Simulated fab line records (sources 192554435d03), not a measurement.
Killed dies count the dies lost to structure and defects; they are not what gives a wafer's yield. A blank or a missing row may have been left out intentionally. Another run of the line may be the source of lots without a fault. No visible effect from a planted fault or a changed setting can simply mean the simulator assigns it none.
fab line records	flow n5-finfet
record lots=6	wafers=18	last-day=15
route steps=1938 shown ILD0@341 SDB@347 PASSIVATION@1936
lots that met no fault: from a run of the same line without faults
start-h: hours from the record's first day to the start of the lot's first wafer shown	wait-h: hours from the lot's prior step to this one	" repeats the value in the row above	L1.1+2: one row covering several wafers at once	- no value present, or no start provided	* or withheld: withheld	< > ~ a bound
route shown NAME@n: NAME is a module with steps in the file, n the number in the route of the first one	usual: mean/standard deviation of fault-free wafers	same: alike in all rows	chamber/n: place in a boat	sites: each site's reading	_std_site: the standard deviation of these	_edge_site: mean of outer sites minus mean of inner sites	radius-mm: for every site, how far away it sits from the centre of the wafer	mask NAME#n: copy n	behind: the most recent tool/chamber to have shaped the wafer	hold: the reason the lot was held/the length of the hold in hours/how it ended	device: the n, p or np transistor that did not switch	end of line: the tests these same wafers got at the end of their route	for a step that has no rows: nothing shown but its recipe	killed: dies lost to structure and defects at the first sort, not the wafer's yield	map: dies across one wafer; x = killed, . = not, _ = none there
set.NAME: the setting as run; set.NAME@STEP: as run at that earlier step	model.NAME: the simulator's own value behind a step, which no gauge read
lots at some steps of the route; a table a step, a row a wafer
services: a tool's chamber out of use, with start hour (start-h, from the record's first day; less than 0 if before it), hours out, and reason
## steps
# step N5_ILD0_THK_MEAS_08
# usual thk-nm=138.6/1.1
lot.wafer	tool	chamber	start-h	wait-h	thk-nm
L895.1	film-metro-01	-	61.14	-	139.4
L895.4	"	-	"	"	137.9
L895.6	"	-	"	"	140.0
L896.1	film-metro-02	-	65.47	-	138.1
L896.5	"	-	"	"	138.3
L896.6	"	-	"	"	137.6
L901.1	film-metro-01	-	96.76	-	138.9
L901.4	"	-	"	"	140.4
L901.5	"	-	"	"	138.2
L902.2	film-metro-02	-	103.68	-	137.2
L902.4	"	-	"	"	136.7
L902.5	"	-	"	"	137.7
L909.2	film-metro-02	-	144.36	-	140.1
L909.3	"	-	"	"	139.4
L909.6	"	-	"	"	139.6
L911.1	film-metro-02	-	156.32	-	138.0
L911.2	"	-	"	"	135.6
L911.6	"	-	"	"	137.4
# step N5_ILD0_PRECLEAN_10
# recipe chemistry=NF3:NH3	afs-cycles=5	time-s=20	temp-c=30	sublimation-temp-c=180	sublimation-time-s=60	pressure-torr=3	rf-power-w=30
# step N5_ILD0_ALD_15
# recipe material=SiNx	target-thk-a=240	temp-c=400	ald-precursor-family=SiH2I2	ald-co-reactant=N2/H2-plasma	pulse-time-s=1	ald-cycles=480	purge-time-s=2	co-reactant-purge-time-s=2	pressure-torr=2
# usual heater-power-outer-w=499/90	heater-power-w=821/120	precursor-pulse-height-rel=0.998/0.021
lot.wafer	tool	chamber	start-h	wait-h	heater-power-outer-w	heater-power-w	precursor-pulse-height-rel
L895.1	ald-sin-03	2	61.86	0.6	414	677	0.991
L895.4	"	1	"	"	334	594	1.016
L895.6	"	1	62.95	1.1	334	592	1.011
L896.1	ald-sin-03	2	66.63	1.0	413	674	1.030
L896.5	"	0	67.72	1.7	646	1029	0.974
L896.6	"	1	"	"	330	593	0.975
L901.1	ald-sin-03	3	98.53	1.6	471	836	0.981
L901.4	"	1	"	"	329	601	0.971
L901.5	"	0	99.61	2.3	648	1030	1.013
L902.2	ald-sin-02	2	104.40	0.5	550	854	0.998
L902.4	"	0	"	"	674	1037	1.009
L902.5	"	2	105.49	1.2	553	848	0.992
L909.2	ald-sin-03	3	145.08	0.5	497	822	1.000
L909.3	"	0	"	"	649	1057	1.031
L909.6	"	0	146.16	1.1	650	1020	1.010
L911.1	ald-sin-01	2	157.03	0.6	467	789	1.007
L911.2	"	1	"	"	528	873	0.947
L911.6	"	1	158.12	1.1	528	881	1.007
# step N5_ILD0_CMP_12
# recipe stop-on=poly-Si	material=SiNx	t-overpolish-s=6	post-cmp-clean=alkaline-brush	down-force-psi=2.5	platen-rpm=51.8	pad-velocity-m-s=1.0307	target-thk-nm=17.67
# usual motor-current-A=9.1/1	overpolish-run-s=6.000/0.0092	slurry-filter-dp-kPa=13.50/0.15	time-to-endpoint-s=29.0/2.6
# same t-overpolish-s=6
lot.wafer	tool	chamber	start-h	wait-h	motor-current-A	overpolish-run-s	slurry-filter-dp-kPa	time-to-endpoint-s
L895.4	cmp-04	3	64.06	1.1	7.1	6.003	13.67	28.2
L895.1	"	0	"	"	8.2	5.998	13.45	28.4
L895.6	"	3	"	"	7.2	6.005	13.49	27.6
L896.1	cmp-02	0	68.95	1.2	8.7	5.976	13.48	29.9
L896.6	"	1	"	"	9.2	6.017	13.56	30.6
L896.5	"	2	"	"	9.5	5.987	13.43	33.6
L901.1	cmp-03	3	100.73	1.1	10.4	5.994	13.74	32.0
L901.4	"	1	"	"	10.0	6.000	13.43	33.1
L901.5	"	3	"	"	10.9	6.000	13.27	30.0
L902.4	cmp-03	1	106.64	1.2	10.0	6.001	13.46	30.7
L902.2	"	3	"	"	10.6	6.007	13.29	30.9
L902.5	"	0	"	"	8.8	5.989	13.39	31.4
L909.3	cmp-04	3	147.28	1.1	6.9	6.001	13.59	26.9
L909.2	"	2	"	"	8.8	6.005	13.42	26.6
L909.6	"	3	"	"	7.1	6.007	13.39	22.9
L911.1	cmp-04	1	159.27	1.2	8.7	6.000	13.30	28.3
L911.2	"	2	"	"	9.1	6.005	13.38	30.8
L911.6	"	1	"	"	8.6	6.010	13.45	25.3
# step N5_ILD0_THK_MEAS_13
# usual thk-nm=17.7/1.2
lot.wafer	tool	chamber	start-h	wait-h	thk-nm
L895.1	film-metro-01	-	64.35	-	18.5
L895.4	"	-	"	"	16.1
L895.6	"	-	"	"	17.4
L896.1	film-metro-01	-	69.13	-	17.6
L896.5	"	-	"	"	18.6
L896.6	"	-	"	"	18.3
L901.1	film-metro-01	-	101.02	-	19.0
L901.4	"	-	"	"	18.4
L901.5	"	-	"	"	18.3
L902.2	film-metro-01	-	106.89	-	18.3
L902.4	"	-	"	"	19.2
L902.5	"	-	"	"	17.8
L909.2	film-metro-02	-	147.57	-	17.7
L909.3	"	-	"	"	17.4
L909.6	"	-	"	"	16.4
L911.1	film-metro-01	-	159.53	-	15.9
L911.2	"	-	"	"	18.6
L911.6	"	-	"	"	16.2
# step N5_ILD0_INSPECT_06
# recipe inspect-instrument=darkfield	mode=post-cmp
# usual raw-defect-count=34/17
lot.wafer	tool	chamber	start-h	wait-h	raw-defect-count
L895.1	defect-inspect-01	-	64.38	0.0	70
L895.4	"	-	"	"	47
L895.6	"	-	"	"	32
L896.1	defect-inspect-01	-	69.15	0.0	55
L896.5	"	-	"	"	14
L896.6	"	-	"	"	35
L901.1	defect-inspect-02	-	101.05	0.0	32
L901.4	"	-	"	"	56
L901.5	"	-	"	"	31
L902.2	defect-inspect-01	-	106.92	0.0	52
L902.4	"	-	"	"	24
L902.5	"	-	"	"	34
L909.2	defect-inspect-01	-	147.60	0.0	18
L909.3	"	-	"	"	33
L909.6	"	-	"	"	5
L911.1	defect-inspect-01	-	159.55	0.0	23
L911.2	"	-	"	"	10
L911.6	"	-	"	"	24
# step N5_SDB_HM_DEP_00
# recipe material=SiNx	target-thk-a=400	temp-c=400	precursor=SiH4/NH3/N2	pressure-torr=1.5	rf-w=300	time-s=35.3
# usual heater-power-outer-w=410/56	heater-power-w=687/81	showerhead-plenum-p-Torr=5.13/0.061	throttle-valve-pct=40.3/1.6
lot.wafer	tool	chamber	start-h	wait-h	heater-power-outer-w	heater-power-w	showerhead-plenum-p-Torr	throttle-valve-pct
L895.1	pecvd-04	0	64.42	0.0	427	704	5.03	40.2
L895.4	"	2	"	"	362	610	5.06	40.7
L895.6	"	1	"	"	385	701	5.24	39.5
L896.1	pecvd-01	2	69.19	0.0	427	783	5.16	39.1
L896.5	"	0	"	"	535	828	5.09	41.9
L896.6	"	1	"	"	520	886	5.12	38.9
L901.1	pecvd-03	0	101.09	0.0	340	564	5.18	42.6
L901.4	"	0	"	"	348	573	5.16	42.7
L901.5	"	1	"	"	400	655	5.16	41.6
L902.2	pecvd-01	0	106.96	0.0	529	830	5.08	42.2
L902.4	"	2	"	"	351	667	5.17	39.5
L902.5	"	1	"	"	496	840	5.11	38.6
L909.2	pecvd-03	1	147.64	0.0	337	593	5.17	41.1
L909.3	"	2	"	"	463	744	5.13	37.6
L909.6	"	2	"	"	467	766	5.13	37.6
L911.1	pecvd-04	1	159.59	0.0	391	684	5.23	39.3
L911.2	"	0	"	"	406	667	5.05	40.9
L911.6	"	0	"	"	424	658	5.05	40.7
# step N5_SDB_COAT_03
# recipe resist=SOC	temp-c=250	time-s=60	spin-rpm=1500	resist-thk-nm=100
# step N5_SDB_COAT_04
# recipe resist=SiARC	temp-c=220	time-s=60	spin-rpm=1500	resist-thk-nm=18
# step N5_SDB_COAT_05
# recipe resist=CAR-ArF	spin-rpm=1500	resist-thk-nm=90
# step N5_SDB_EBR_07
# recipe solvent=PGMEA	ebr-width-mm=1.5
# step N5_SDB_SOFTBAKE_06
# recipe temp-c=110	time-s=60	resist=CAR-ArF
# step N5_SDB_EXPOSE_08
# recipe mask-id=SDB	na=1.35	source-shape=conventional	sigma-outer=0.5	polarization=unpolarized	dose-mj=49.6
# usual exposure-dose-mJ-cm2=49.55/0.054	reticle-temp-C=22.97/0.11
lot.wafer	tool	chamber	start-h	wait-h	mask	exposure-dose-mJ-cm2	reticle-temp-C
L895.1	arfi-scanner-01	0	64.74	-	SDB#0	49.59	22.97
L895.4	"	0	"	"	SDB#0	49.52	22.94
L895.6	"	0	"	"	SDB#0	49.53	22.92
L896.1	arfi-scanner-02	0	69.52	-	SDB#0	49.49	23.04
L896.5	"	0	"	"	SDB#0	49.50	23.07
L896.6	"	0	"	"	SDB#0	49.49	22.98
L901.1	arfi-scanner-01	0	101.29	-	SDB#0	47.40	23.06
L901.4	"	0	"	"	SDB#0	47.38	23.13
L901.5	"	0	"	"	SDB#0	47.38	23.08
L902.2	arfi-scanner-01	0	107.16	-	SDB#0	47.84	23.04
L902.4	"	0	"	"	SDB#0	47.85	23.01
L902.5	"	0	"	"	SDB#0	47.81	23.10
L909.2	arfi-scanner-02	0	147.97	-	SDB#0	49.53	22.82
L909.3	"	0	"	"	SDB#0	49.60	22.88
L909.6	"	0	"	"	SDB#0	49.60	22.74
L911.1	arfi-scanner-03	0	159.92	-	SDB#0	49.62	22.99
L911.2	"	0	"	"	SDB#0	49.55	22.94
L911.6	"	0	"	"	SDB#0	49.55	22.97
# step N5_SDB_PEB_09
# recipe peb-temp-c=withheld	peb-time-s=60	resist=CAR-ArF
# step N5_SDB_DEVELOP_10
# recipe develop-time-s=30	developer=TMAH	resist=CAR-ArF	rinse-liquid=diw	dry=air-spin	dev-temp-c=23
# step N5_SDB_CD_MEAS_11
# recipe target-cd-nm=50	landing-energy-ev=500	detector=se-inlens	polarity=opening
# usual cd-nm=49.9/1.1
lot.wafer	tool	chamber	start-h	wait-h	cd-nm
L895.1	cd-sem-03	0	64.87	-	49.9
L895.4	"	0	"	"	50.0
L895.6	"	0	"	"	48.2
L896.1	cd-sem-03	0	69.64	-	50.9
L896.5	"	0	"	"	51.7
L896.6	"	0	"	"	51.0
L901.1	cd-sem-03	0	101.41	-	46.4
L901.4	"	0	"	"	44.6
L901.5	"	0	"	"	44.9
L902.2	cd-sem-03	0	107.28	-	45.4
L902.4	"	0	"	"	46.6
L902.5	"	0	"	"	46.5
L909.2	cd-sem-01	0	148.09	-	48.9
L909.3	"	0	"	"	49.8
L909.6	"	0	"	"	51.4
L911.1	cd-sem-01	0	160.04	-	47.8
L911.2	"	0	"	"	49.4
L911.6	"	0	"	"	47.9
# step N5_SDB_OVL_MEAS_12
# recipe points-per-wafer=44
# usual SDB_OVL=0.7/0.68
lot.wafer	tool	chamber	start-h	wait-h	SDB_OVL[nm]
L895.1	overlay-01	0	64.90	0.0	0.8
L895.4	"	0	"	"	0.6
L895.6	"	0	"	"	1.1
L896.1	overlay-02	0	69.67	0.0	0.8
L896.5	"	0	"	"	0.6
L896.6	"	0	"	"	0.7
L901.1	overlay-02	0	101.44	0.0	0.4
L901.4	"	0	"	"	1.6
L901.5	"	0	"	"	0.8
L902.2	overlay-02	0	107.31	0.0	1.1
L902.4	"	0	"	"	0.6
L902.5	"	0	"	"	1.0
L909.2	overlay-01	0	148.12	0.0	0.8
L909.3	"	0	"	"	0.8
L909.6	"	0	"	"	0.7
L911.1	overlay-02	0	160.07	0.0	0.1
L911.2	"	0	"	"	-0.4
L911.6	"	0	"	"	0.9
# step N5_PASSIVATION_PROBE_49
# usual killed_at_M0_to_M3=34/12	killed_at_M4_up=12/4.9	killed-at-contacts=13/7.2	killed-at-front-end=39/12	killed-at-other=3.7/2.9	killed-dies=101/18	killed-on-rim=13/4	killed-open=67/14	killed-short=33/7.2
# same gross-dies=1180	killed-at-back-side=0
lot.wafer	tool	chamber	start-h	wait-h	killed_at_M0_to_M3	killed_at_M4_up	killed-at-contacts	killed-at-front-end	killed-at-other	killed-dies	killed-on-rim	killed-open	killed-short
L895.1	prober-01	-	282.27	0.0	40	8	17	27	2	94	10	67	25
L895.4	prober-01	-	282.42	0.2	43	6	14	41	3	107	14	70	36
L895.6	prober-01	-	282.52	0.3	58	5	9	21	2	95	16	65	28
L896.1	prober-02	-	283.79	0.0	27	10	2	48	6	93	16	63	29
L896.5	prober-02	-	283.99	0.2	17	5	8	56	9	95	14	65	29
L896.6	prober-02	-	284.04	0.3	18	4	9	47	4	82	9	50	31
L901.1	prober-01	-	309.07	0.0	40	23	3	40	2	108	15	71	36
L901.4	prober-01	-	309.22	0.2	25	17	11	55	2	110	14	67	35
L901.5	prober-01	-	309.27	0.2	28	17	15	66	1	127	14	71	45
L902.2	prober-02	-	321.73	0.1	30	21	17	61	5	134	25	94	39
L902.4	prober-02	-	321.83	0.2	30	10	21	56	3	120	15	77	42
L902.5	prober-02	-	321.88	0.2	31	18	17	62	6	134	12	87	45
L909.2	prober-02	-	362.37	0.1	23	10	0	36	0	69	9	42	27
L909.3	prober-02	-	362.42	0.1	16	5	9	29	2	61	7	39	19
L909.6	prober-02	-	362.57	0.3	40	12	10	32	4	98	10	69	28
L911.1	prober-02	-	367.31	0.0	28	20	16	37	2	103	12	74	29
L911.2	prober-02	-	367.36	0.1	36	19	11	32	2	100	13	60	39
L911.6	prober-02	-	367.56	0.3	26	22	18	37	3	106	8	70	35
# killed by level:class
L895.1 BEOL_M2:geometric-particle:open=16 MOL_CONTACT_COAG:geometric-particle:open=13 BEOL_M3:geometric-particle:open=6 STI_FIN_REVEAL:geometric-particle:open=5 MOL_CONTACT_COAG:geometric-particle:short=4 BEOL_M0:geometric-particle:open=4 STARTING-WAFER:geometric-particle:short=4 STARTING-WAFER:geometric-particle:open=4
L895.4 BEOL_M2:geometric-particle:open=16 BEOL_M3:geometric-particle:open=12 MOL_CONTACT_COAG:geometric-particle:open=11 FIN_SAQP:geometric-particle:short=10 FIN_SAQP:geometric-particle:open=9 STI_FIN_REVEAL:geometric-particle:open=4 BEOL_M2:geometric-particle:short=4 DUMMY_GATE:geometric-particle:open=3
L895.6 BEOL_M1:geometric-particle:open=11 BEOL_M2:geometric-particle:open=11 BEOL_M3:geometric-particle:open=8 BEOL_M0_SAQP:geometric-particle:open=7 BEOL_M0_SAQP:geometric-particle:short=7 MOL_CONTACT_COAG:geometric-particle:open=6 BEOL_M2:geometric-particle:short=5 STI_FIN_REVEAL:geometric-particle:open=4
L896.1 FIN_SAQP:geometric-particle:short=12 BEOL_M3:geometric-particle:open=9 FIN_SAQP:geometric-particle:open=8 BEOL_M2:geometric-particle:open=8 STI_FIN_REVEAL:geometric-particle:open=7 BEOL_M8:geometric-particle:open=5 STI_FIN_REVEAL:geometric-particle:short=5 DUMMY_GATE:geometric-particle:open=5
L896.5 FIN_SAQP:geometric-particle:open=17 STI_FIN_REVEAL:geometric-particle:open=12 MOL_CONTACT_COAG:geometric-particle:open=6 BEOL_M0_SAQP:geometric-particle:short=6 FIN_SAQP:geometric-particle:short=5 BEOL_M0_SAQP:geometric-particle:open=5 PAD_METAL:geometric-particle:open=5 DUMMY_GATE:geometric-particle:open=4
L896.6 FIN_SAQP:geometric-particle:short=9 FIN_SAQP:geometric-particle:open=9 BEOL_M0_SAQP:geometric-particle:short=8 MOL_CONTACT_COAG:geometric-particle:open=7 STI_FIN_REVEAL:geometric-particle:open=6 GATE_CUT:geometric-particle:short=5 GATE_CUT:geometric-particle:open=5 DUMMY_GATE:geometric-particle:open=4
L901.1 BEOL_M3:geometric-particle:open=14 BEOL_M4:geometric-particle:open=9 GATE_CUT:geometric-particle:short=8 FIN_SAQP:geometric-particle:open=7 STI_FIN_REVEAL:geometric-particle:open=7 BEOL_M0_SAQP:geometric-particle:short=6 BEOL_M2:geometric-particle:open=6 FIN_SAQP:geometric-particle:short=5
L901.4 GATE_CUT:geometric-particle:short=12 MOL_CONTACT_COAG:geometric-particle:open=10 BEOL_M3:geometric-particle:open=9 SDB:area-expose=8 STI_FIN_REVEAL:geometric-particle:open=7 FIN_SAQP:geometric-particle:open=6 BEOL_M6:geometric-particle:open=6 FIN_SAQP:geometric-particle:short=5
L901.5 STI_FIN_REVEAL:geometric-particle:open=14 BEOL_M4:geometric-particle:open=11 SDB:area-expose=11 GATE_CUT:geometric-particle:short=10 BEOL_M0_SAQP:geometric-particle:short=10 MOL_CONTACT_COAG:geometric-particle:open=8 MOL_CONTACT_COAG:geometric-particle:short=7 DUMMY_GATE:geometric-particle:open=6
L902.2 FIN_SAQP:geometric-particle:open=24 MOL_CONTACT_COAG:geometric-particle:open=14 BEOL_M4:geometric-particle:open=9 GATE_CUT:geometric-particle:short=8 BEOL_M0_SAQP:geometric-particle:open=7 BEOL_M3:geometric-particle:open=7 BEOL_M0_SAQP:geometric-particle:short=6 BEOL_M2:geometric-particle:open=6
L902.4 FIN_SAQP:geometric-particle:open=19 MOL_CONTACT_COAG:geometric-particle:open=16 FIN_SAQP:geometric-particle:short=14 BEOL_M0_SAQP:geometric-particle:short=10 BEOL_M0_SAQP:geometric-particle:open=7 STI_FIN_REVEAL:geometric-particle:open=6 MOL_CONTACT_COAG:geometric-particle:short=5 BEOL_M3:geometric-particle:open=5
L902.5 STI_FIN_REVEAL:geometric-particle:open=14 MOL_CONTACT_COAG:geometric-particle:open=13 FIN_SAQP:geometric-particle:short=12 BEOL_M2:geometric-particle:open=11 FIN_SAQP:geometric-particle:open=8 DUMMY_GATE:geometric-particle:open=7 BEOL_M4:geometric-particle:short=6 BEOL_M0_SAQP:geometric-particle:short=5
L909.2 FIN_SAQP:geometric-particle:open=7 BEOL_M0_SAQP:geometric-particle:short=7 FIN_SAQP:geometric-particle:short=6 BEOL_M3:geometric-particle:open=6 STARTING-WAFER:geometric-particle:short=5 GATE_CUT:geometric-particle:short=4 BEOL_M5:geometric-particle:open=4 STARTING-WAFER:geometric-particle:open=4
L909.3 FIN_SAQP:geometric-particle:open=7 MOL_CONTACT_COAG:geometric-particle:open=7 STI_FIN_REVEAL:geometric-particle:open=6 BEOL_M0_SAQP:geometric-particle:short=4 GATE_CUT:geometric-particle:short=3 BEOL_M1:geometric-particle:open=3 BEOL_M3:geometric-particle:open=3 BEOL_M7:geometric-particle:open=3
L909.6 BEOL_M0_SAQP:geometric-particle:open=17 BEOL_M0_SAQP:geometric-particle:short=8 BEOL_M1:geometric-particle:open=7 MOL_CONTACT_COAG:geometric-particle:open=6 STI_FIN_REVEAL:geometric-particle:open=6 FIN_SAQP:geometric-particle:open=4 GATE_CUT:geometric-particle:open=4 GATE_CUT:geometric-particle:short=4
L911.1 MOL_CONTACT_COAG:geometric-particle:open=13 BEOL_M4:geometric-particle:open=11 BEOL_M3:geometric-particle:open=8 BEOL_M2:geometric-particle:open=7 FIN_SAQP:geometric-particle:open=6 STI_FIN_REVEAL:geometric-particle:open=5 FIN_SAQP:geometric-particle:short=4 ILD0:geometric-particle:open=4
L911.2 BEOL_M2:geometric-particle:open=11 BEOL_M0_SAQP:geometric-particle:short=7 STI_FIN_REVEAL:geometric-particle:open=6 MOL_CONTACT_COAG:geometric-particle:open=6 BEOL_M0_SAQP:geometric-particle:open=6 BEOL_M4:geometric-particle:open=6 MOL_CONTACT_COAG:geometric-particle:short=5 FIN_SAQP:geometric-particle:short=4
L911.6 MOL_CONTACT_COAG:geometric-particle:open=14 BEOL_M4:geometric-particle:open=13 DUMMY_GATE:geometric-particle:open=8 FIN_SAQP:geometric-particle:open=7 BEOL_M0_SAQP:geometric-particle:short=7 BEOL_M2:geometric-particle:open=7 FIN_SAQP:geometric-particle:short=6 GATE_CUT:geometric-particle:short=5
## services
tool	chamber	start-h	hours	kind
cmp-04	-	39.86	2.2	repair
arfi-scanner-02	-	41.68	4.9	pm
pecvd-03	-	45.31	2.8	pm
arfi-scanner-03	-	46.37	3.1	pm
pecvd-01	0	47.89	7.9	repair
pecvd-01	2	48.73	13.4	repair
cmp-02	-	50.01	2.6	repair
pecvd-03	0	50.80	3.3	repair
ald-sin-02	-	50.88	1.8	repair
arfi-scanner-03	-	51.68	11.7	repair
pecvd-03	-	63.45	1.4	repair
cmp-03	-	67.46	6.0	pm
arfi-scanner-01	-	68.06	0.8	pm
ald-sin-02	0	76.05	8.1	repair
cmp-03	-	79.05	1.3	repair
arfi-scanner-02	-	100.38	2.9	repair
arfi-scanner-02	-	110.23	0.8	pm
arfi-scanner-01	-	111.18	1.0	pm
ald-sin-03	-	111.26	6.0	pm
arfi-scanner-02	-	113.62	0.5	repair
arfi-scanner-02	-	114.13	1.3	pm
arfi-scanner-01	-	118.79	1.0	pm
arfi-scanner-01	-	124.79	24.0	pm
arfi-scanner-01	-	148.79	1.3	pm
## key
first-sign step=N5_SDB_EXPOSE_08	reading=exposure-dose-mJ-cm2	direction=down	sigmas=36	usual=49.55	struck=47.61
effect step=N5_SDB_CD_MEAS_11	reading=cd-nm	direction=down	sigmas=3.8	usual=49.9	struck=45.7	through=control-loop
met-at N5_SDB_EXPOSE_08
struck-wafers L901.1,L901.4,L901.5,L902.2,L902.4,L902.5
tester-left-out L901,L902
loop-trim step=N5_SDB_EXPOSE_08	setting=dose	lots=L902
onset-between 64.74 101.29
fault kind=process-parameter-drift	tool=arfi-scanner-01	chamber=-	onset-h=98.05	steps=N5_SDB_EXPOSE_08	channel=dose-mj	offset=-2.1306	shape=step	acts-in=these-recipes-only	stated=49.6
# tester-left-out: of these lots the tester's yield and bins aren't shown, on N5 and GAA mostly nor the transistor test; their killed dies are dies lost to structure and defects alone, not to doping, threshold or leakage, so they don't give the yield
# loop-trim: a control loop set the setting to another value than it would have without faults
